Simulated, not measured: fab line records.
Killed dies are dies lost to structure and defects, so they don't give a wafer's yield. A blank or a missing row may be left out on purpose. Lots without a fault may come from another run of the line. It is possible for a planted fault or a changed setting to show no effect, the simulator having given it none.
fab line records -- flow n5Finfet
record: lots: 4, wafers: 12, lastDay: 16
route steps=1938 shown DUMMY_GATE@256 SPACER0@258 SD_EPI_N@262 BEOL_M4@1111 PASSIVATION@1936
lots untouched by any fault: they come from a run of this same line in which no faults occurred
startH: the number of hours between the record's first day and the start of the first shown wafer of the lot -- waitH: time in hours since the lot's previous step -- " the same as in the row above -- L1.1+2: one row covering several wafers at once -- - no value present, or no start provided -- * or withheld: withheld -- < > ~ a bound
route shown NAME@n: NAME is a module with steps in the file, n the number in the route of the first one -- usual: mean/standard deviation taken from wafers without a fault -- same: alike in all rows -- chamber/n: place in a boat -- sites: readings site by site -- _std_site: standard deviation of those values -- _edge_site: outer sites' mean less inner sites' -- radiusMm: for every site, how far away it sits from the centre of the wafer -- mask NAME#n: copy n -- behind: the last tool/chamber to shape the wafer -- hold: the reason the lot was held/the length of the hold in hours/how it ended -- device: transistor that didn't switch, given as n, p or np -- end of line: the tests these same wafers got at the end of their route -- a step without rows: its recipe alone -- killed: dies that structure and defects cost at the first sort, which is not the same as the wafer's yield -- map: per-die view of a wafer (x killed, . not killed, _ where there is no die)
set.NAME: the setting the step ran with; set.NAME@STEP: the setting that earlier step ran with -- model.NAME: the simulator's own value behind a step, which no gauge read
lots at some steps of the route; a table a step, a row a wafer
services: when a tool's chamber went out of use (startH, in hours from the record's first day, below 0 if earlier), for how many hours, and the reason
== steps ==
step: N5_DUMMY_GATE_UV_OZONE_45
recipe: timeS: 120, pressureTorr: 760, tempC: 25
step: N5_SPACER0_ALD_07
recipe: material: SiNx, targetThkA: 20, tempC: 400, aldPrecursorFamily: SiH2I2, aldCoReactant: N2/H2-plasma, pressureTorr: 2
step: N5_SPACER0_ALD_00
recipe: material: SiOCN, targetThkA: 35, tempC: 400, aldPrecursorFamily: alkyl-aminosilane, aldCoReactant: O2/N2-plasma, pulseTimeS: 3, purgeTimeS: 2, coReactantPurgeTimeS: 2, aldCycles: 58, pressureTorr: 2
step: N5_SPACER0_ALD_08
recipe: material: SiNx, targetThkA: 20, tempC: 400, aldPrecursorFamily: SiH2I2, aldCoReactant: N2/H2-plasma, pressureTorr: 2
step: N5_SD_EPI_N_COAT_32
recipe: resist: SOC, tempC: 250, timeS: 60, spinRpm: 1500, resistThkNm: 350
step: N5_SD_EPI_N_COAT_33
recipe: resist: SiARC, tempC: 220, timeS: 60, spinRpm: 1500, resistThkNm: 35
step: N5_SD_EPI_N_COAT_03
recipe: resist: CAR-ArF-block, spinRpm: 1500, resistThkNm: 150
step: N5_SD_EPI_N_EBR_05
recipe: solvent: PGMEA, ebrWidthMm: 1.5
step: N5_SD_EPI_N_SOFTBAKE_04
recipe: tempC: 110, timeS: 60, resist: CAR-ArF-block
step: N5_SD_EPI_N_EXPOSE_06
recipe: maskId: SD_N_BLK, na: 1.35, sourceShape: conventional, sigmaOuter: 0.8, polarization: unpolarized, targetCdNm: 120, doseMj: 39.75
step: N5_SD_EPI_N_PEB_07
recipe: pebTempC: 110, pebTimeS: 60, resist: CAR-ArF-block
usual: heaterPowerTotalW: 175.5/1.6, plateTempC: 110.01/0.12
lot.wafer,tool,chamber,startH,waitH,heaterPowerTotalW,plateTempC
L811.1,lithoTrack-04,0,116.95,0.1,176.6,110.18
L811.3,lithoTrack-04,0,116.95,0.1,177.6,110.13
L811.5,lithoTrack-04,0,116.95,0.1,175.5,110.06
L814.1,lithoTrack-04,0,132.62,0.1,173.0,110.24
L814.3,lithoTrack-04,0,132.62,0.1,173.7,110.00
L814.5,lithoTrack-04,0,132.62,0.1,176.1,110.22
L815.2,lithoTrack-04,0,142.15,0.0,166.4,106.24
L815.4,lithoTrack-04,0,142.15,0.0,168.8,106.32
L815.5,lithoTrack-04,0,142.15,0.0,169.4,106.21
L818.1,lithoTrack-04,0,157.16,0.1,166.8,106.56
L818.4,lithoTrack-04,0,157.16,0.1,167.6,106.45
L818.6,lithoTrack-04,0,157.16,0.1,168.4,106.38
step: N5_SD_EPI_N_DEVELOP_08
recipe: developTimeS: 30, developer: TMAH, resist: CAR-ArF-block, devTempC: 23, rinseLiquid: diw, dry: airSpin
step: N5_SD_EPI_N_CD_MEAS_09
recipe: targetCdNm: 120, landingEnergyEv: 500, detector: seInlens
usual: cdNm: 120.0/1.2
lot.wafer,tool,chamber,startH,waitH,cdNm
L811.1,cdSem-02,0,117.02,-,122.0
L811.3,cdSem-02,0,117.02,-,121.9
L811.5,cdSem-02,0,117.02,-,121.2
L814.1,cdSem-01,0,132.69,-,121.6
L814.3,cdSem-01,0,132.69,-,121.3
L814.5,cdSem-01,0,132.69,-,120.7
L815.2,cdSem-03,0,142.22,-,109.8
L815.4,cdSem-03,0,142.22,-,109.5
L815.5,cdSem-03,0,142.22,-,111.2
L818.1,cdSem-02,0,157.23,-,109.5
L818.4,cdSem-02,0,157.23,-,110.1
L818.6,cdSem-02,0,157.23,-,110.9
step: N5_SD_EPI_N_DESCUM_14
recipe: chemistry: O2, timeS: 7.9, sourcePowerW: 50, biasPowerW: 20, pressureMtorr: 20, rfFrequencyHz: 2.712e+07, tempC: 40, resist: CAR-ArF-block, o2FlowSccm: 225
usual: drypumpMotorCurrentA: 5.7/0.4, oesProductAu: 0.80/0.086, rfVppV: 243.2/1.3, showerheadPlenumPTorr: 2.09/0.069, throttleValvePct: 20.34/0.21
lot.wafer,tool,chamber,startH,waitH,drypumpMotorCurrentA,oesProductAu,rfHoursCounterH,rfVppV,showerheadPlenumPTorr,throttleValvePct,model.SD_EPI_N.cdNm
L811.1,rieDiel-01,3,117.26,0.2,6.1,0.70,228,243.7,2.04,20.45,121.8
L811.3,rieDiel-01,1,117.26,0.2,5.4,0.72,231,242.3,2.04,20.56,121.8
L811.5,rieDiel-01,2,117.26,0.2,5.6,0.90,-,244.0,2.06,20.28,120.8
L814.1,rieDiel-04,0,132.94,0.2,5.9,0.80,104,243.0,2.00,20.06,121.6
L814.3,rieDiel-04,1,132.94,0.2,5.8,0.68,227,244.6,2.15,20.68,121.2
L814.5,rieDiel-04,3,132.94,0.2,5.1,0.85,-,241.4,2.03,20.47,120.8
L815.2,rieDiel-01,3,142.41,0.1,6.1,0.68,237,242.1,2.04,20.45,110
L815.4,rieDiel-01,0,142.41,0.1,5.2,0.84,58,245.0,2.22,20.39,109.8
L815.5,rieDiel-01,2,142.41,0.1,5.6,0.89,-,241.5,2.06,20.31,111.2
L818.1,rieDiel-06,3,157.92,0.6,5.1,0.92,42,242.5,2.06,20.46,109.6
L818.4,rieDiel-06,2,157.92,0.6,5.8,0.86,57,244.8,2.10,20.08,109.6
L818.6,rieDiel-06,3,157.92,0.6,5.1,0.92,-,243.6,2.06,20.46,110.8
step: N5_SD_EPI_N_ETCH_34
recipe: chemistry: CF4, target: SiARC, targetDepthA: 455, maskMaterial: CAR-ArF-block, timeS: 75.8, ionEnergyEv: 80, pressureMtorr: 40, sourceW: 545, biasW: 36, Ar_flow_sccm: 100, cf4FlowSccm: 100, ends: cleared
step: N5_SD_EPI_N_ETCH_35
recipe: chemistry: N2/H2, target: SOC, overetchA: 1080, maskMaterial: SiARC, tempC: 40, ionEnergyEv: 100, sourceW: 3000, biasW: 133, pressureMtorr: 20, timeS: 486, n2FlowSccm: 200, h2FlowSccm: 200
step: N5_SD_EPI_N_STRIP_36
recipe: chemistry: N2/H2, tempC: 40, n2FlowSccm: 200, h2FlowSccm: 200, rfFrequencyHz: 6e+07
step: N5_SD_EPI_N_ETCHBACK_44
recipe: chemistry: CH3F/O2, mode: anisotropicEtchback, target: SiNx, targetDepthA: 145, stopOn: SiO2, overEtchFrac: 0.3, ionEnergyEv: 120, pressureMtorr: 30, sourceW: 395, biasW: 73, Ar_flow_sccm: 150, CH3F_flow_sccm: 30, O2_flow_sccm: 20
step: N5_SD_EPI_N_ETCH_45
recipe: chemistry: CH3F/O2, target: SiOCN, targetDepthA: 60, maskMaterial: SOC, ionEnergyEv: 60, biasW: 29, pressureMtorr: 15, sourceW: 410, Ar_flow_sccm: 150, CH3F_flow_sccm: 30, O2_flow_sccm: 20
step: N5_SD_EPI_N_ETCH_16
recipe: chemistry: CHF3/O2, target: SiO2, targetDepthA: 50, maskMaterial: SOC, pressureMtorr: 30, sourceW: 650, biasW: 170, Ar_flow_sccm: 200, CHF3_flow_sccm: 50, O2_flow_sccm: 5, ionEnergyEv: 200
step: N5_SD_EPI_N_STRIP_47
recipe: chemistry: CHF3/O2, resist: SiARC, rfFrequencyHz: 6e+07
step: N5_SD_EPI_N_SD_RECESS_17
recipe: chemistry: HBr/Cl2/O2, targetDepthA: 410, maskMaterial: SOC, timeS: 23.7, btTimeS: 3, pressureMtorr: 10, icpW: 800, biasW: 112, HBr_flow_sccm: 150, Cl2_flow_sccm: 80, O2_flow_sccm: 12
usual: O2_flow_sccm: 12.00/0.037, biasW: 112.0/0.33, drypumpMotorCurrentA: 5.6/0.49, oes_o_777_au: 1.000/0.02, oesProductAu: 1.002/0.019, throttleValvePct: 36.9/0.45
same: btTimeS: 3
lot.wafer,tool,chamber,startH,waitH,O2_flow_sccm,biasW,drypumpMotorCurrentA,oes_o_777_au,oesProductAu,rfHoursCounterH,throttleValvePct,model.SD_EPI_N.cdNm
L811.1,rieSi-03,1,117.94,0.0,12.07,112.2,5.1,1.039,0.999,144,36.5,122.6
L811.3,rieSi-03,2,117.94,0.0,11.94,111.6,5.7,0.985,0.985,121,36.3,122.8
L811.5,rieSi-03,1,117.94,0.0,11.98,112.4,5.1,1.031,1.002,-,36.5,120.2
L814.1,rieSi-02,3,133.63,0.0,11.99,112.2,4.8,1.002,1.013,28,36.5,122.8
L814.3,rieSi-02,2,133.63,0.0,12.04,112.0,5.9,1.004,1.040,75,36.9,124
L814.5,rieSi-02,3,133.63,0.0,12.06,111.9,4.8,1.004,0.999,-,36.5,121
L815.2,rieSi-03,2,143.10,0.0,12.04,112.4,5.7,0.991,0.991,121,36.3,110.4
L815.4,rieSi-03,0,143.10,0.0,11.92,112.1,6.4,0.989,0.994,114,36.6,109
L815.5,rieSi-03,3,143.10,0.0,11.98,111.5,5.5,1.001,1.024,-,37.4,111.2
L818.1,rieSi-02,3,158.61,0.0,11.98,112.7,4.8,1.002,1.004,29,36.5,109.2
L818.4,rieSi-02,2,158.61,0.0,11.97,112.3,5.9,1.006,1.030,76,36.9,113.6
L818.6,rieSi-02,2,158.61,0.0,12.03,112.3,5.9,1.006,1.031,-,36.9,110.2
step: N5_SD_EPI_N_STRIP_38
recipe: chemistry: N2/H2, powerW: 1000, tempC: 250, h2Frac: 0.65, overashFraction: 0.3, pressureMtorr: withheld, n2FlowSccm: 1750, h2FlowSccm: 3250
step: N5_BEOL_M4_RC_MEAS_101
usual: DIBL_N: 36.4/2.7, DIBL_P: 36/3.2, IOFF_N: 0.16/0.046, IOFF_P: 0.21/0.055, ION_N: 677/15, ION_P: 464/11, SS_N: 71.5/0.79, SS_P: 73.3/0.93, VT_N: 250/4.1, VT_P: -251/4.4
lot.wafer,tool,chamber,startH,waitH,DIBL_N[mV/V],DIBL_P[mV/V],IOFF_N[nA/um],IOFF_P[nA/um],ION_N[uA/um],ION_P[uA/um],SS_N[mV/dec],SS_P[mV/dec],VT_N[mV],VT_P[mV]
L811.1,prober-01,0,251.19,0.0,36.1,37,0.16,0.24,680,476,71.4,73.4,253,-248
L811.3,prober-01,0,251.19,0.0,37.0,38,0.19,0.28,701,479,72.7,74.5,244,-245
L811.5,prober-01,0,251.19,0.0,34.8,35,0.15,0.24,677,468,70.6,73.6,247,-248
L814.1,prober-02,0,257.40,0.0,34.2,33,0.13,0.16,670,453,71.5,72.8,251,-258
L814.3,prober-02,0,257.40,0.0,38.2,38,0.22,0.24,673,454,72.6,74.0,245,-249
L814.5,prober-02,0,257.40,0.0,35.3,36,0.15,0.20,663,460,71.2,73.5,253,-252
L815.2,prober-01,0,275.31,0.2,39.8,40,0.24,0.26,696,468,71.9,73.4,245,-248
L815.4,prober-01,0,275.31,0.2,41.8,43,0.29,0.31,698,465,73.2,74.5,243,-247
L815.5,prober-01,0,275.31,0.2,34.9,35,0.14,0.18,658,457,70.8,72.5,254,-251
L818.1,prober-02,0,286.58,0.0,35.4,37,0.14,0.16,681,463,71.3,72.8,253,-256
L818.4,prober-02,0,286.58,0.0,38.2,39,0.18,0.19,675,451,72.4,73.8,248,-256
L818.6,prober-02,0,286.58,0.0,36.8,38,0.14,0.16,671,449,72.4,72.8,254,-257
step: N5_PASSIVATION_PROBE_49
usual: defectLimitedYield: 91.1/1.4, killed_at_M0_to_M3: 34/9.7, killed_at_M4_up: 13/5.1, killedAtContacts: 14/6.3, killedAtFrontEnd: 40/11, killedAtOther: 3.5/2.7, killedDies: 105/16, killedOpen: 70/12, killedShort: 34/7.8, sort_bin_5_function: 5.2/0.88, sort_bin_6_memory: 3.3/0.7, sortNPass: 1074/17, sortYieldPct: 91.0/1.5
same: grossDies: 1180, killedAtBackSide: 0, sort_bin_4_leakage[%]: 0, sort_bin_8_speed[%]: 0
lot.wafer,tool,chamber,startH,waitH,defectLimitedYield[%],killed_at_M0_to_M3,killed_at_M4_up,killedAtContacts,killedAtFrontEnd,killedAtOther,killedDies,killedOpen,killedShort,sort_bin_5_function[%],sort_bin_6_memory[%],sortNPass,sortYieldPct[%]
L814.1,prober-02,-,368.70,0.0,91.7,25,12,20,37,4,98,60,38,5.6,2.5,1082,91.7
L814.3,prober-02,-,368.80,0.1,90.4,40,16,12,42,3,113,81,30,6.2,3.3,1067,90.4
L814.5,prober-02,-,368.90,0.2,92.1,22,6,16,46,3,93,59,33,4.3,3.2,1087,92.1
L815.2,prober-02,-,377.93,0.1,90.0,44,16,6,52,0,118,81,31,5.8,3.9,1062,90.0
L815.4,prober-02,-,378.03,0.2,87.2,68,10,14,57,2,151,107,41,8.1,4.3,1029,87.2
L815.5,prober-02,-,378.08,0.2,91.2,41,22,3,33,5,104,67,36,5.4,3.1,1076,91.2
L818.1,prober-01,-,387.99,0.0,92.7,29,8,12,34,3,86,54,30,4.7,2.5,1094,92.7
L818.4,prober-01,-,388.14,0.2,92.4,30,6,12,37,5,90,56,32,3.6,3.9,1090,92.4
L818.6,prober-01,-,388.24,0.3,90.6,43,9,16,41,2,111,64,45,5.3,3.3,1069,90.6
killed by level:class
L814.1 MOL_CONTACT_COAG:geometricParticle:open=14 FIN_SAQP:geometricParticle:short=13 BEOL_M3:geometricParticle:open=10 MOL_CONTACT_COAG:geometricParticle:short=6 BEOL_M2:geometricParticle:open=5 FIN_SAQP:geometricParticle:open=4 DUMMY_GATE:geometricParticle:open=3 ILD0:geometricParticle:short=3
L814.3 BEOL_M2:geometricParticle:open=15 FIN_SAQP:geometricParticle:open=12 STI_FIN_REVEAL:geometricParticle:open=12 BEOL_M3:geometricParticle:open=9 MOL_CONTACT_COAG:geometricParticle:open=9 FIN_SAQP:geometricParticle:short=8 GATE_CUT:geometricParticle:short=4 BEOL_M0_SAQP:geometricParticle:open=4
L814.5 MOL_CONTACT_COAG:geometricParticle:open=14 FIN_SAQP:geometricParticle:short=13 STI_FIN_REVEAL:geometricParticle:open=8 FIN_SAQP:geometricParticle:open=7 BEOL_M2:geometricParticle:open=6 STI_FIN_REVEAL:geometricParticle:short=4 DUMMY_GATE:geometricParticle:open=4 BEOL_M1:geometricParticle:open=4
L815.2 FIN_SAQP:geometricParticle:open=22 BEOL_M0_SAQP:geometricParticle:open=17 BEOL_M0_SAQP:geometricParticle:short=11 BEOL_M3:geometricParticle:open=9 STI_FIN_REVEAL:geometricParticle:open=7 BEOL_M4:geometricParticle:open=7 DUMMY_GATE:geometricParticle:open=5 MOL_CONTACT_COAG:geometricParticle:open=5
L815.4 STI_FIN_REVEAL:geometricParticle:open=29 BEOL_M0_SAQP:geometricParticle:open=22 BEOL_M0_SAQP:geometricParticle:short=15 BEOL_M3:geometricParticle:open=14 MOL_CONTACT_COAG:geometricParticle:open=11 BEOL_M2:geometricParticle:open=6 FIN_SAQP:geometricParticle:short=5 FIN_SAQP:geometricParticle:open=5
L815.5 BEOL_M0_SAQP:geometricParticle:short=11 BEOL_M0_SAQP:geometricParticle:open=10 BEOL_M4:geometricParticle:open=10 FIN_SAQP:geometricParticle:short=8 BEOL_M2:geometricParticle:open=8 FIN_SAQP:geometricParticle:open=7 STARTING-WAFER:geometricParticle:open=5 DUMMY_GATE:geometricParticle:open=4
L818.1 STI_FIN_REVEAL:geometricParticle:open=10 MOL_CONTACT_COAG:geometricParticle:open=9 GATE_CUT:geometricParticle:short=6 BEOL_M1:geometricParticle:open=6 GATE_CUT:geometricParticle:open=4 BEOL_M0_SAQP:geometricParticle:open=4 BEOL_M0_SAQP:geometricParticle:short=4 BEOL_M2:geometricParticle:open=4
L818.4 MOL_CONTACT_COAG:geometricParticle:open=12 FIN_SAQP:geometricParticle:short=8 GATE_CUT:geometricParticle:short=6 BEOL_M0_SAQP:geometricParticle:open=6 BEOL_M1:geometricParticle:open=6 STI_FIN_REVEAL:geometricParticle:open=5 BEOL_M0_SAQP:geometricParticle:short=5 FIN_SAQP:geometricParticle:open=4
L818.6 MOL_CONTACT_COAG:geometricParticle:open=13 FIN_SAQP:geometricParticle:short=12 BEOL_M0_SAQP:geometricParticle:open=11 BEOL_M0_SAQP:geometricParticle:short=11 BEOL_M2:geometricParticle:open=7 DUMMY_GATE:geometricParticle:open=6 BEOL_M1:geometricParticle:open=6 GATE_CUT:geometricParticle:short=5
== services ==
tool,chamber,startH,hours,kind
rieSi-02,2,100.50,7.3,repair
rieSi-03,0,117.93,4.8,repair
rieDiel-04,3,122.87,3.9,repair
rieDiel-04,-,126.60,2.8,pm
rieDiel-01,-,144.78,4.3,pm
rieSi-02,0,148.94,4.1,repair
== key ==
firstSign: step: N5_SD_EPI_N_PEB_07, reading: plateTempC, direction: down, sigmas: 31, usual: *, struck: *
effect: step: N5_SD_EPI_N_PEB_07, reading: heaterPowerTotalW, direction: down, sigmas: 4.9, usual: *, struck: *
effect: step: N5_SD_EPI_N_CD_MEAS_09, reading: cdNm, direction: down, sigmas: 8.4, usual: 120.0, struck: 110.2
modelEffect: step: N5_SD_EPI_N_DESCUM_14, value: SD_EPI_N.cdNm, without: 120.4, struck: 110.2
modelEffect: step: N5_SD_EPI_N_SD_RECESS_17, value: SD_EPI_N.cdNm, without: 120.8, struck: 110.6
metAt N5_SD_EPI_N_PEB_07
struckWafers L815.2,L815.4,L815.5,L818.1,L818.4,L818.6
onsetBetween 132.62 142.15
fault: kind: processParameterDrift, tool: lithoTrack-04, chamber: -, onsetH: 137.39, steps: N5_SD_EPI_N_PEB_07, channel: pebTempC, offset: *, shape: step, endH: 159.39, actsIn: *, stated: *
